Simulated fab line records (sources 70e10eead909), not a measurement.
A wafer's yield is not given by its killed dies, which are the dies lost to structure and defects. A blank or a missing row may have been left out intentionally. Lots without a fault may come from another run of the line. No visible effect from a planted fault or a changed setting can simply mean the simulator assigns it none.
Comparing a struck lot with a sound one -- flow nand harc -- 14 steps out of a route of 1302
Sound: wafers L779.3, L779.4, L779.5. Struck: wafer L795.6 (left out: L795.2, a lot-mate that was not struck); the cause follows at the end.
For every step that has rows: the tool of each side, followed by ch and its chambers, followed by its first start. Under that, the readings that differ: sound wafers -- struck wafers -- difference of the means -- sigmas: that difference in standard deviations of wafers without a fault.
alike: readings whose means differ by less than 2 such deviations, and words and numbers that are the same on both sides. not compared: withheld readings, readings that some wafer has no value for, bounds like >300 that may hide the same value, and numbers for which the record gives no deviation and whose values overlap.
The two part at a step that has a row with sigmas, a row that says differs or no value, or rows on one side only. Numbers that have no deviation but don't overlap get no sigmas and don't part them. A reading missing from all wafers of one side parts the sides only when that side holds two or more wafers.

first, 10 steps without rows for these wafers: NHARC_A_STAIRCASE_SRD_208; NHARC_A_STAIRCASE_DEHYDRATE_209 (time 120 s); NHARC_A_STAIRCASE_HMDS_210 (time 30 s); NHARC_A_STAIRCASE_COAT_211; NHARC_A_STAIRCASE_SOFTBAKE_212 (time 170 s); NHARC_A_STAIRCASE_EBR_213; NHARC_A_STAIRCASE_EXPOSE_214 (exposes mask STAIR 3); NHARC_A_STAIRCASE_PEB_215 (peb time 130 s); NHARC_A_STAIRCASE_DEVELOP_216 (time 140 s); NHARC_A_STAIRCASE_HARDBAKE_218 (time 140 s).
NHARC_A_STAIRCASE_DESCUM_219: chemistry O2, time 3 s.
  sound on rie diel-05 ch 0,1, day 15 23:24; struck on rie diel-13 ch 2, day 23 04:05
  alike: drypump motor current A, oes product au, rf vpp V, showerhead plenum p Torr, throttle valve pct
  not compared: rf hours counter h
NHARC_A_STAIRCASE_TRIM_220: chemistry O2, time 211.2 s.
  sound on rie diel-05 ch 0,1,2, day 16 00:05; struck on rie diel-13 ch 2, day 23 04:13
reading,sound,struck,difference,sigmas
oes product au (a.u.),0.989 1.008 1.006,0.833,-0.168,-17
  alike: drypump motor current A, rf vpp V, showerhead plenum p Torr, throttle valve pct
  not compared: rf hours counter h
NHARC_A_STAIRCASE_ETCH_221: etches the open film in C4F8/O2, target depth 100 nm, time 40.5 s.
  sound on rie diel-05 ch 0,1,2; struck on rie diel-13 ch 2
  alike: oes product au, rf vpp V
  not compared: rf hours counter h
after that, 1 step had no rows for these wafers: NHARC_END_SORT_01.

WHERE THEY PART
Only at NHARC_A_STAIRCASE_TRIM_220, within this record. Later steps at which nothing parts them and some readings are alike: NHARC_A_STAIRCASE_ETCH_221.

WHY: what had been put in by the simulator
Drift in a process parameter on rie diel-13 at NHARC_A_STAIRCASE_TRIM_220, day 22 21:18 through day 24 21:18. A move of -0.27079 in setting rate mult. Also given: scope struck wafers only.
